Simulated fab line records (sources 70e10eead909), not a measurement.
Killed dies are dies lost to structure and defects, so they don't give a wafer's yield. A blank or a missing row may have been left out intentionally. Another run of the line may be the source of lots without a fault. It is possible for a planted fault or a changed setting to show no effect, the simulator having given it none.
Which tool is to blame?	flow nand_harc	Sampling: 12 lots, 36 wafers, 6 of 1302 route steps

== WHAT EACH GAUGE READ, for each wafer ==
NHARC_P_GATE_INSPECT_68. Usual: raw_defect_count at 186, with a standard deviation of 78.
lot	measured	on	raw_defect_count	flag
L802	day 5 18:41	defect_inspect-02	187 122 119	
L803	day 6 05:34	defect_inspect-02	171 164 126	
L804	day 6 14:47	defect_inspect-01	240 262 199	
L805	day 7 06:48	defect_inspect-01	96 99 91	
L809	day 8 20:24	defect_inspect-01	172 260 442	
L810	day 9 04:30	defect_inspect-01	138 154 194	
L811	day 9 21:20	defect_inspect-02	187 125 164	
L814	day 10 17:10	defect_inspect-01	418 263 196	
L815	day 11 00:32	defect_inspect-02	386 275 165	
L817	day 12 01:31	defect_inspect-02	587 656 695	OFF
L819	day 13 03:05	defect_inspect-02	672 694 843	OFF
L823	day 14 19:50	defect_inspect-01	178 151 158	

NHARC_P_CONTACT_CD_MEAS_12 targets a cd of 90 nm. Usual: cd_nm at 90.6 nm, with a standard deviation of 0.7.
lot	measured	on	cd_nm (nm)	flag
L802	day 5 20:20	cd_sem-01	88.9 90.2 91.7	
L803	day 6 07:10	cd_sem-03	90.1 90.4 90.4	
L804	day 6 16:17	cd_sem-01	90.3 91.0 90.6	
L805	day 7 08:17	cd_sem-01	91.5 90.4 90.7	
L809	day 8 22:01	cd_sem-03	91.6 90.2 90.6	
L810	day 9 05:59	cd_sem-01	91.3 91.3 91.0	
L811	day 9 22:57	cd_sem-01	89.7 90.4 90.6	
L814	day 10 18:53	cd_sem-01	91.0 89.9 91.2	
L815	day 11 02:01	cd_sem-01	91.0 91.6 90.3	
L817	day 12 03:07	cd_sem-03	91.7 91.4 90.4	
L819	day 13 04:41	cd_sem-01	91.2 91.2 90.6	
L823	day 14 21:20	cd_sem-01	89.3 90.2 89.2	

NHARC_END_SORT_01. Usual: killed_at_array 52, standard deviation 19; killed_at_other 1.0, standard deviation 1.2; killed_at_periphery 4.1, standard deviation 2.8; killed_dies 57, standard deviation 19; killed_open 3.1, standard deviation 1.7; killed_short 2.5, standard deviation 1.5.
lot	measured	on	killed_at_array	killed_at_other	killed_at_periphery	killed_dies	killed_open	killed_short	flag
L817	day 29 21:42	prober-02	24 59 46	0 1 1	55 82 59	79 142 106	4 6 5	2 2 4	OFF
L819	day 30 22:24	prober-02	51 38 48	7 2 4	60 91 55	118 131 107	2 6 5	2 4 2	OFF

== EACH LOT AND THE TOOL THAT RAN IT (in order: tool; ch and the chambers of the sampled wafers; start) ==
lot	NHARC_P_GATE_ETCH_114	NHARC_P_GATE_STRIP_111	NHARC_P_GATE_STRIP_95
L802	rie_diel-01 ch 2,3, day 5 00:00	plasma_asher-01 ch 0,1, day 5 12:59	plasma_asher-01 ch 0,1, day 5 16:53
L803	rie_diel-13 ch 0,2,3, day 5 11:00	plasma_asher-01 ch 0,1, day 5 23:43	plasma_asher-02 ch 0,1, day 6 03:45
L804	rie_diel-07 ch 2,3, day 5 20:00	plasma_asher-01 ch 0, day 6 08:50	plasma_asher-02 ch 0,1, day 6 12:59
L805	rie_diel-07 ch 0,2,3, day 6 13:00	plasma_asher-01 ch 0,1, day 7 01:00	plasma_asher-01 ch 0, day 7 04:58
L809	rie_diel-01 ch 0,3, day 8 02:00	plasma_asher-01 ch 0,1, day 8 14:31	plasma_asher-02 ch 0,1, day 8 18:37
L810	rie_diel-13 ch 0,1,3, day 8 10:00	plasma_asher-01 ch 0,1, day 8 22:34	plasma_asher-01 ch 0,1, day 9 02:34
L811	rie_diel-07 ch 0,1,2, day 9 03:00	plasma_asher-02 ch 0,1, day 9 15:28	plasma_asher-02 ch 0,1, day 9 19:31
L814	rie_diel-01 ch 2,3, day 9 22:00	plasma_asher-01 ch 0,1, day 10 11:09	plasma_asher-01 ch 0,1, day 10 15:22
L815	rie_diel-01 ch 0,1,2, day 10 06:00	plasma_asher-01 ch 0,1, day 10 18:47	plasma_asher-01 ch 0,1, day 10 22:42
L817	rie_diel-01 ch 1,2,3, day 11 07:00	plasma_asher-01 ch 0,1, day 11 19:31	plasma_asher-01 ch 0,1, day 11 23:42
L819	rie_diel-01 ch 1,2,3, day 12 09:00	plasma_asher-01 ch 0,1, day 12 21:19	plasma_asher-01 ch 0,1, day 13 01:14
L823	rie_diel-07 ch 1,2, day 14 02:00	plasma_asher-01 ch 0, day 14 13:58	plasma_asher-02 ch 0,1, day 14 18:01
- NHARC_P_GATE_ETCH_114: etches the open film in CF4/O2, target depth 30 nm, overetch 3 nm, time 16.5 s.
- NHARC_P_GATE_STRIP_111: strips in N2/H2, time 250 s.
- NHARC_P_GATE_STRIP_95: strips in O2.

== WHAT THE TOOLS THEMSELVES READ (means of the sampled wafers that have a number; where no wafer has one, the mark that the record gives instead) ==
NHARC_P_GATE_ETCH_114. Usual: for drypump_motor_current_A, 5.8 A with a standard deviation of 0.48; for oes_ar_750_au, 1.001 a.u. with a standard deviation of 0.0042; for oes_product_au, 1.005 a.u. with a standard deviation of 0.015; for rf_fwd_power_W, 293.4 W with a standard deviation of 1.3; for rf_vpp_V, 198.0 V with a standard deviation of 1.6; for showerhead_plenum_p_Torr, 1.34 Torr with a standard deviation of 0.065; for throttle_valve_pct, 13.398 % with a standard deviation of 0.0088.
lot	tool	drypump_motor_current_A (A)	oes_ar_750_au (a.u.)	oes_product_au (a.u.)	rf_fwd_power_W (W)	rf_vpp_V (V)	showerhead_plenum_p_Torr (Torr)	throttle_valve_pct (%)	flag
L802	rie_diel-01	5.8	1.003	1.007	292.7	196.6	1.29	13.398	
L803	rie_diel-13	6.1	1.002	1.011	294.4	198.4	1.34	13.397	
L804	rie_diel-07	5.6	0.997	0.997	292.6	195.5	1.27	13.403	
L805	rie_diel-07	5.9	1.000	0.996	293.7	196.3	1.29	13.404	
L809	rie_diel-01	6.1	1.003	1.019	293.1	198.3	1.36	13.406	
L810	rie_diel-13	5.6	0.995	1.007	293.8	198.1	1.35	13.396	
L811	rie_diel-07	5.7	1.001	0.996	291.8	197.1	1.32	13.399	
L814	rie_diel-01	5.9	0.998	1.003	292.0	197.4	1.29	13.399	
L815	rie_diel-01	5.8	0.999	1.012	293.4	198.3	1.38	13.400	
L817	rie_diel-01	5.7	1.000	1.020	292.5	197.0	1.33	13.392	
L819	rie_diel-01	5.7	0.999	1.012	293.1	197.1	1.33	13.394	
L823	rie_diel-07	5.2	1.005	0.995	292.7	198.1	1.35	13.402	

NHARC_P_GATE_STRIP_111. Usual: drypump_motor_current_A 5.8 A, standard deviation 0.61; heater_power_w 84 W, standard deviation 5.4.
lot	tool	drypump_motor_current_A (A)	heater_power_w (W)	flag
L802	plasma_asher-01	5.5	85	
L803	plasma_asher-01	5.5	85	
L804	plasma_asher-01	6.5	75	
L805	plasma_asher-01	5.5	84	
L809	plasma_asher-01	6.0	81	
L810	plasma_asher-01	5.6	83	
L811	plasma_asher-02	5.9	89	
L814	plasma_asher-01	6.0	80	
L815	plasma_asher-01	6.0	81	
L817	plasma_asher-01	5.6	82	
L819	plasma_asher-01	6.0	82	
L823	plasma_asher-01	6.5	79	

NHARC_P_GATE_STRIP_95. Usual: drypump_motor_current_A 5.8 A, standard deviation 0.57; heater_power_w 319 W, standard deviation 20.
lot	tool	drypump_motor_current_A (A)	heater_power_w (W)	flag
L802	plasma_asher-01	5.5	314	
L803	plasma_asher-02	5.9	333	
L804	plasma_asher-02	5.8	339	
L805	plasma_asher-01	6.5	284	
L809	plasma_asher-02	5.9	335	
L810	plasma_asher-01	5.5	310	
L811	plasma_asher-02	5.8	335	
L814	plasma_asher-01	6.0	306	
L815	plasma_asher-01	5.5	312	
L817	plasma_asher-01	5.6	311	
L819	plasma_asher-01	6.0	302	
L823	plasma_asher-02	5.9	336	

== THE ANSWER, worked out from the rows above alone ==
Rule: take the mean of a lot's wafers that have a number; if it is more than 3 standard deviations from the usual mean, the lot is off. Also off: a lot with no number at a reading for which 4 or more lots have one. The other lots that the step has rows for count as sound. Order of review: gauges by route order, followed by the tools' own readings, for which a lot's mean as printed above is used. At the first step where some lot is off, the reading lying furthest off is the one used; lots without a number count as furthest.
Off, at NHARC_P_GATE_INSPECT_68 on raw_defect_count: L817, L819.
If a tool, at a process step before that reading, ran all the lots that are off and no sound lot after the first of them, it fits. Not tried: the gauges at NHARC_P_GATE_INSPECT_68; whatever is off there is also off at NHARC_END_SORT_01, on other tools, and gauge error can't account for it. Undecided on this evidence; 2 tools fit (rie_diel-01 at NHARC_P_GATE_ETCH_114, plasma_asher-01 at NHARC_P_GATE_STRIP_95).

== WHAT THE SIMULATOR HAD PUT IN ==
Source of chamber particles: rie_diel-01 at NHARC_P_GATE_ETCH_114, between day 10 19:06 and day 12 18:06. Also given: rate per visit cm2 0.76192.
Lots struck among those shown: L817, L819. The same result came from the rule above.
